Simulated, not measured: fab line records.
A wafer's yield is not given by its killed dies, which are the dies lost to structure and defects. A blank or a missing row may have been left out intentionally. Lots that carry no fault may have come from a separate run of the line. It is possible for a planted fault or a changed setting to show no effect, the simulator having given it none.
fab line records -- flow n5-finfet -- part 2 of 2: steps 5 to 6 of 6
record: lots: 22, wafers: 66, last-day: 18
route steps=1938 shown MOL_CONTACT_COAG@615 BEOL_M0_SAQP@649
lots that met no fault: from a run of the same line without faults
start-h: hours from the record's first day to the start of the lot's first wafer shown -- wait-h: time in hours since the lot's previous step -- " unchanged from the row above -- L1.1+2: a row that stands for several wafers -- - no value present, or no start provided -- * or withheld: withheld -- < > ~ a bound
route shown NAME@n: NAME is a module with steps in the file, n the number in the route of the first one -- usual: mean/standard deviation of fault-free wafers -- same: alike in all rows -- chamber/n: place in a boat -- sites: per-site readings -- _std_site: standard deviation across them -- _edge_site: the outer-site mean with the inner-site mean subtracted -- radius-mm: how far each site lies from the wafer's centre -- mask NAME#n: copy n -- behind: the tool/chamber that last shaped the wafer -- hold: why the lot was held/for how many hours/how that ended -- device: whichever transistor did not switch (one of n, p or np) -- end of line: at the end of the route, the tests of the same wafers -- where a step has no rows: the recipe by itself -- killed: count of dies lost to structure and defects at first sort (not the wafer's yield) -- map: the dies of a wafer, with x for killed, . for not killed, _ for no die there
set.NAME: setting as actually run; set.NAME@STEP: the setting as run at that earlier step -- model.NAME: the simulator's own value behind a step, which no gauge read
one table for each step of the route and one row for each wafer, over a sample of lots
services: when a tool's chamber went out of use (start-h, in hours from the record's first day, below 0 if earlier), for how many hours, and the reason
== steps ==
step: N5_BEOL_M0_SAQP_ETCH_83
recipe: chemistry: CF4, target: SiARC, target-depth-a: 390, mask-material: CAR-ArF, time-s: 65, ion-energy-ev: 80, pressure-mtorr: 40, source-w: 545, bias-w: 36, Ar_flow_sccm: 100, cf4-flow-sccm: 100, ends: cleared
usual: drypump-motor-current-A: 5.7/0.42, etch-rf-on-time-s: 65.5/1.4, oes-product-au: 0.65/0.07, rf-vpp-V: 184.0/1.3, showerhead-plenum-p-Torr: 2.14/0.074, throttle-valve-pct: 15.68/0.19
lot.wafer,tool,chamber,start-h,wait-h,drypump-motor-current-A,etch-rf-on-time-s,oes-product-au,rf-hours-counter-h,rf-vpp-V,showerhead-plenum-p-Torr,throttle-valve-pct
L074.2,rie-diel-04,3,113.85,0.0,6.3,66.0,0.75,32,185.0,2.28,15.55
L074.4,rie-diel-04,0,113.85,0.0,5.5,65.5,0.62,197,182.6,2.04,15.79
L074.6,rie-diel-04,2,113.85,0.0,5.8,65.6,0.64,-,184.3,2.15,15.61
L075.1,rie-diel-04,1,121.16,0.0,5.2,66.1,0.59,217,185.0,2.20,15.72
L075.4,rie-diel-04,0,121.16,0.0,5.5,64.6,0.62,-,182.5,2.04,15.77
L075.6,rie-diel-04,1,121.16,0.0,5.2,65.8,0.59,-,184.4,2.20,15.69
L076.3,rie-diel-02,3,124.22,0.0,4.9,62.0,0.66,184,182.4,2.05,15.96
L076.5,rie-diel-02,0,124.22,0.0,5.7,65.4,0.57,-,184.9,2.18,15.71
L076.6,rie-diel-02,3,124.22,0.0,4.9,62.1,0.65,-,182.5,2.05,15.95
L078.1,rie-diel-02,1,133.06,0.0,6.3,67.9,0.57,233,183.7,2.11,15.69
L078.3,rie-diel-02,2,133.06,0.0,5.8,64.7,0.67,124,184.1,2.16,15.82
L078.4,rie-diel-02,0,133.06,0.0,5.7,67.0,0.58,239,184.6,2.18,15.70
L079.1,rie-diel-04,1,139.90,0.0,5.2,67.6,0.57,224,183.4,2.20,15.71
L079.3,rie-diel-04,0,139.90,0.0,5.5,66.7,0.60,208,181.6,2.03,15.80
L079.4,rie-diel-04,2,139.90,0.0,5.8,65.5,0.64,151,184.0,2.14,15.63
L080.2,rie-diel-02,3,143.09,0.0,4.9,62.5,0.65,190,182.3,2.05,15.99
L080.3,rie-diel-02,1,143.09,0.0,6.4,67.0,0.57,236,183.9,2.11,15.68
L080.6,rie-diel-02,0,143.09,0.0,5.7,66.6,0.57,-,185.5,2.18,15.72
L081.3,rie-diel-04,0,148.50,0.0,5.5,65.9,0.60,212,182.0,2.03,15.80
L081.5,rie-diel-04,1,148.50,0.0,5.2,67.2,0.58,-,183.7,2.20,15.72
L081.6,rie-diel-04,0,148.50,0.0,5.5,66.4,0.61,-,183.8,2.03,15.80
L083.4,rie-diel-02,1,162.98,0.0,6.3,66.3,0.58,241,183.9,2.11,15.69
L083.5,rie-diel-02,0,162.98,0.0,5.6,67.0,0.56,-,184.0,2.18,15.71
L083.6,rie-diel-02,1,162.98,0.0,6.3,67.0,0.57,-,184.0,2.11,15.70
L085.2,rie-diel-04,1,173.91,0.0,5.2,67.0,0.57,234,187.1,2.20,15.74
L085.3,rie-diel-04,3,173.91,0.0,6.3,66.8,0.72,47,185.8,2.27,15.56
L085.5,rie-diel-04,1,173.91,0.0,5.2,66.6,0.57,-,184.0,2.20,15.74
L084.3,rie-diel-04,0,174.18,0.0,5.5,65.2,0.60,218,181.2,2.03,15.81
L084.4,rie-diel-04,2,174.18,0.0,5.8,64.0,0.63,162,181.6,2.14,15.63
L084.5,rie-diel-04,3,174.18,0.0,6.3,66.5,0.73,-,187.1,2.27,15.59
L086.1,rie-diel-04,3,179.15,0.0,6.3,66.3,0.73,48,185.1,2.27,15.57
L086.3,rie-diel-04,2,179.15,0.0,5.8,64.3,0.63,163,183.5,2.14,15.66
L086.5,rie-diel-04,1,179.15,0.0,5.2,67.1,0.57,-,184.0,2.19,15.74
L087.1,rie-diel-04,1,187.87,0.0,5.2,67.0,0.57,239,184.2,2.19,15.75
L087.3,rie-diel-04,3,187.87,0.0,6.3,66.0,0.73,51,186.4,2.27,15.61
L087.6,rie-diel-04,3,187.87,0.0,6.3,66.1,0.73,-,184.9,2.27,15.59
L088.2,rie-diel-03,1,191.87,0.0,5.7,64.7,0.65,145,184.1,2.14,15.44
L088.4,rie-diel-03,2,191.87,0.0,6.0,65.4,0.64,169,182.8,2.06,15.71
L088.5,rie-diel-03,0,191.87,0.0,5.9,65.5,0.72,-,181.5,2.08,15.33
L089.4,rie-diel-02,2,197.21,0.0,5.8,64.0,0.66,-,183.3,2.15,15.86
L089.5,rie-diel-02,0,197.21,0.0,5.7,66.0,0.85,-,183.0,2.18,15.26
L089.6,rie-diel-02,3,197.21,0.0,4.9,62.3,0.63,-,184.0,2.04,15.99
L090.1,rie-diel-03,0,206.45,0.0,5.9,65.7,0.72,61,182.6,2.08,15.36
L090.3,rie-diel-03,1,206.45,0.0,5.7,64.3,0.66,151,183.5,2.14,15.43
L090.5,rie-diel-03,0,206.45,0.0,5.9,66.3,0.70,-,184.3,2.08,15.37
L091.3,rie-diel-03,3,209.11,0.0,5.5,65.1,0.61,193,184.5,2.21,15.69
L091.5,rie-diel-03,3,209.11,0.0,5.5,66.0,0.60,-,186.0,2.21,15.70
L091.6,rie-diel-03,0,209.11,0.0,5.9,65.7,0.72,-,183.2,2.08,15.36
L092.2,rie-diel-02,2,215.16,0.0,5.9,64.8,0.65,152,184.7,2.15,15.87
L092.3,rie-diel-02,0,215.16,0.0,5.7,65.3,0.82,8,184.2,2.18,15.23
L092.6,rie-diel-02,3,215.16,0.0,4.9,63.2,0.64,-,182.3,2.04,16.04
L093.2,rie-diel-02,0,220.79,0.0,5.7,65.9,0.81,10,186.0,2.18,15.24
L093.3,rie-diel-02,1,220.79,0.0,6.3,64.3,0.86,0,182.7,2.11,15.21
L093.5,rie-diel-02,0,220.79,0.0,5.7,66.3,0.80,-,183.8,2.18,15.26
L094.1,rie-diel-04,0,235.40,0.0,5.5,66.5,0.59,232,180.2,2.03,15.83
L094.5,rie-diel-04,2,235.40,0.0,5.8,65.1,0.61,-,184.8,2.13,15.69
L094.6,rie-diel-04,3,235.40,0.0,6.3,67.2,0.70,-,184.7,2.26,15.61
L095.1,rie-diel-04,2,239.34,0.0,5.8,65.1,0.62,181,182.3,2.13,15.68
L095.4,rie-diel-04,0,239.34,0.0,5.5,66.6,0.59,-,184.2,2.03,15.85
L095.5,rie-diel-04,3,239.34,0.0,6.3,66.3,0.70,-,184.6,2.26,15.62
L096.1,rie-diel-02,3,242.44,0.0,4.9,62.5,0.63,223,182.6,2.04,16.05
L096.2,rie-diel-02,1,242.44,0.0,6.3,64.8,0.81,6,183.9,2.11,15.24
L096.5,rie-diel-02,1,242.44,0.0,6.4,64.7,0.82,-,184.3,2.11,15.23
L097.2,rie-diel-04,0,246.90,0.0,5.5,66.2,0.59,237,183.2,2.03,15.85
L097.3,rie-diel-04,3,246.90,0.0,6.3,66.6,0.71,69,186.4,2.26,15.62
L097.5,rie-diel-04,3,246.90,0.0,6.3,66.7,0.71,-,184.8,2.26,15.63
step: N5_BEOL_M0_SAQP_HM_OPEN_112
recipe: chemistry: CHF3/O2, target: SiO2, stop-on: a-Si, target-depth-a: 120, over-etch-frac: 1.25, mask-material: SOC, time-s: 13.5, pressure-mtorr: 30, source-w: 650, bias-w: 170, Ar_flow_sccm: 200, CHF3_flow_sccm: 50, O2_flow_sccm: 5, ion-energy-ev: 200, ends: end-point
usual: drypump-motor-current-A: 5.7/0.42, oes-product-au: 0.50/0.053, rf-vpp-V: 522/8.3, showerhead-plenum-p-Torr: 2.41/0.084, throttle-valve-pct: 18.93/0.17
same: over-etch-frac: 1.25
lot.wafer,tool,chamber,start-h,wait-h,drypump-motor-current-A,oes-product-au,rf-hours-counter-h,rf-vpp-V,showerhead-plenum-p-Torr,throttle-valve-pct
L074.2,rie-diel-04,3,114.00,0.0,6.3,0.59,33,515,2.56,18.82
L074.4,rie-diel-04,0,114.00,0.0,5.5,0.47,198,515,2.31,19.06
L074.6,rie-diel-04,2,114.00,0.0,5.8,0.49,-,512,2.42,18.82
L075.1,rie-diel-04,1,121.32,0.0,5.2,0.44,217,531,2.49,18.99
L075.4,rie-diel-04,0,121.32,0.0,5.5,0.47,-,517,2.31,19.06
L075.6,rie-diel-04,1,121.32,0.0,5.2,0.44,-,533,2.49,18.98
L076.3,rie-diel-02,3,124.38,0.0,4.9,0.49,184,523,2.29,19.11
L076.5,rie-diel-02,0,124.38,0.0,5.7,0.45,-,529,2.47,18.93
L076.6,rie-diel-02,3,124.38,0.0,4.9,0.49,-,524,2.29,19.09
L078.1,rie-diel-02,1,133.22,0.0,6.3,0.44,233,519,2.40,18.98
L078.3,rie-diel-02,2,133.22,0.0,5.8,0.51,124,526,2.43,19.09
L078.4,rie-diel-02,0,133.22,0.0,5.7,0.44,239,526,2.46,18.93
L079.1,rie-diel-04,1,140.06,0.0,5.2,0.45,224,532,2.49,19.01
L079.3,rie-diel-04,0,140.06,0.0,5.5,0.47,208,517,2.30,19.09
L079.4,rie-diel-04,2,140.06,0.0,5.8,0.50,151,511,2.41,18.84
L080.2,rie-diel-02,3,143.24,0.0,4.9,0.48,190,522,2.29,19.12
L080.3,rie-diel-02,1,143.24,0.0,6.3,0.44,236,518,2.40,18.98
L080.6,rie-diel-02,0,143.24,0.0,5.7,0.44,-,527,2.46,18.95
L081.3,rie-diel-04,0,148.65,0.0,5.5,0.47,212,515,2.30,19.10
L081.5,rie-diel-04,1,148.65,0.0,5.2,0.45,-,531,2.49,19.00
L081.6,rie-diel-04,0,148.65,0.0,5.5,0.46,-,517,2.30,19.09
L083.4,rie-diel-02,1,163.14,0.0,6.4,0.46,241,518,2.39,18.98
L083.5,rie-diel-02,0,163.14,0.0,5.7,0.44,-,528,2.46,18.99
L083.6,rie-diel-02,1,163.14,0.0,6.3,0.45,-,519,2.40,18.98
L085.2,rie-diel-04,1,174.07,0.0,5.2,0.44,234,532,2.49,19.01
L085.3,rie-diel-04,3,174.07,0.0,6.3,0.56,47,515,2.55,18.84
L085.5,rie-diel-04,1,174.07,0.0,5.2,0.45,-,532,2.49,19.03
L084.3,rie-diel-04,0,174.34,0.0,5.5,0.47,218,516,2.30,19.12
L084.4,rie-diel-04,2,174.34,0.0,5.8,0.48,162,513,2.41,18.86
L084.5,rie-diel-04,3,174.34,0.0,6.3,0.57,-,514,2.55,18.85
L086.1,rie-diel-04,3,179.31,0.0,6.3,0.57,48,514,2.55,18.85
L086.3,rie-diel-04,2,179.31,0.0,5.8,0.48,163,511,2.41,18.85
L086.5,rie-diel-04,1,179.31,0.0,5.2,0.45,-,530,2.49,19.01
L087.1,rie-diel-04,1,188.03,0.0,5.2,0.44,239,532,2.48,19.02
L087.3,rie-diel-04,3,188.03,0.0,6.3,0.56,51,517,2.55,18.84
L087.6,rie-diel-04,3,188.03,0.0,6.3,0.56,-,516,2.55,18.86
L088.2,rie-diel-03,1,192.03,0.0,5.7,0.50,146,539,2.43,18.70
L088.4,rie-diel-03,2,192.03,0.0,6.0,0.50,169,524,2.31,18.88
L088.5,rie-diel-03,0,192.03,0.0,5.9,0.55,-,545,2.35,18.63
L089.4,rie-diel-02,2,197.37,0.0,5.8,0.50,-,526,2.42,19.11
L089.5,rie-diel-02,0,197.37,0.0,5.7,0.65,-,525,2.46,18.54
L089.6,rie-diel-02,3,197.37,0.0,4.9,0.46,-,523,2.28,19.15
L090.1,rie-diel-03,0,206.60,0.0,5.9,0.55,61,543,2.35,18.63
L090.3,rie-diel-03,1,206.60,0.0,5.7,0.50,151,536,2.42,18.72
L090.5,rie-diel-03,0,206.60,0.0,5.9,0.55,-,544,2.35,18.63
L091.3,rie-diel-03,3,209.27,0.0,5.5,0.46,194,516,2.49,18.86
L091.5,rie-diel-03,3,209.27,0.0,5.5,0.46,-,516,2.49,18.87
L091.6,rie-diel-03,0,209.27,0.0,5.9,0.55,-,543,2.35,18.64
L092.2,rie-diel-02,2,215.32,0.0,5.8,0.50,152,525,2.42,19.11
L092.3,rie-diel-02,0,215.32,0.0,5.8,0.61,8,525,2.46,18.56
L092.6,rie-diel-02,3,215.32,0.0,4.9,0.48,-,522,2.28,19.17
L093.2,rie-diel-02,0,220.95,0.0,5.7,0.63,10,527,2.46,18.56
L093.3,rie-diel-02,1,220.95,0.0,6.3,0.65,0,518,2.39,18.63
L093.5,rie-diel-02,0,220.95,0.0,5.7,0.63,-,526,2.46,18.56
L094.1,rie-diel-04,0,235.56,0.0,5.5,0.46,233,516,2.30,19.14
L094.5,rie-diel-04,2,235.56,0.0,5.8,0.47,-,513,2.40,18.88
L094.6,rie-diel-04,3,235.56,0.0,6.3,0.55,-,514,2.55,18.88
L095.1,rie-diel-04,2,239.50,0.0,5.8,0.47,181,514,2.40,18.89
L095.4,rie-diel-04,0,239.50,0.0,5.5,0.46,-,517,2.29,19.14
L095.5,rie-diel-04,3,239.50,0.0,6.3,0.55,-,514,2.55,18.88
L096.1,rie-diel-02,3,242.60,0.0,4.9,0.47,223,522,2.28,19.16
L096.2,rie-diel-02,1,242.60,0.0,6.3,0.63,6,517,2.39,18.61
L096.5,rie-diel-02,1,242.60,0.0,6.3,0.63,-,519,2.39,18.62
L097.2,rie-diel-04,0,247.06,0.0,5.5,0.45,237,517,2.29,19.15
L097.3,rie-diel-04,3,247.06,0.0,6.3,0.54,69,516,2.55,18.90
L097.5,rie-diel-04,3,247.06,0.0,6.3,0.55,-,514,2.55,18.88
== services ==
tool,chamber,start-h,hours,kind
rie-diel-06,0,82.08,7.0,repair
rie-diel-01,-,90.23,0.2,repair
rie-diel-04,3,116.29,12.9,repair
rie-diel-05,-,147.49,16.3,repair
rie-diel-01,1,164.18,2.6,repair
rie-diel-02,0,174.77,-,clean
rie-diel-02,0,174.77,-,consumable-replace:focus-ring
rie-diel-02,0,174.77,19.6,scheduled-down
rie-diel-02,0,174.77,19.6,vent-cycle
rie-diel-04,0,176.83,7.2,repair
rie-diel-02,1,194.32,-,clean
rie-diel-02,1,194.32,-,consumable-replace:focus-ring
rie-diel-02,1,194.32,25.5,scheduled-down
rie-diel-02,1,194.32,25.5,vent-cycle
rie-diel-05,2,197.50,-,clean
rie-diel-05,2,197.50,-,consumable-replace:focus-ring
rie-diel-05,2,197.50,21.7,scheduled-down
rie-diel-04,0,204.06,8.8,repair
rie-diel-05,-,220.37,0.1,repair
rie-diel-04,1,225.88,-,clean
rie-diel-04,1,225.88,-,consumable-replace:focus-ring
rie-diel-04,1,225.88,31.8,scheduled-down
rie-diel-04,1,225.88,31.8,vent-cycle
rie-diel-05,-,242.12,2.8,pm
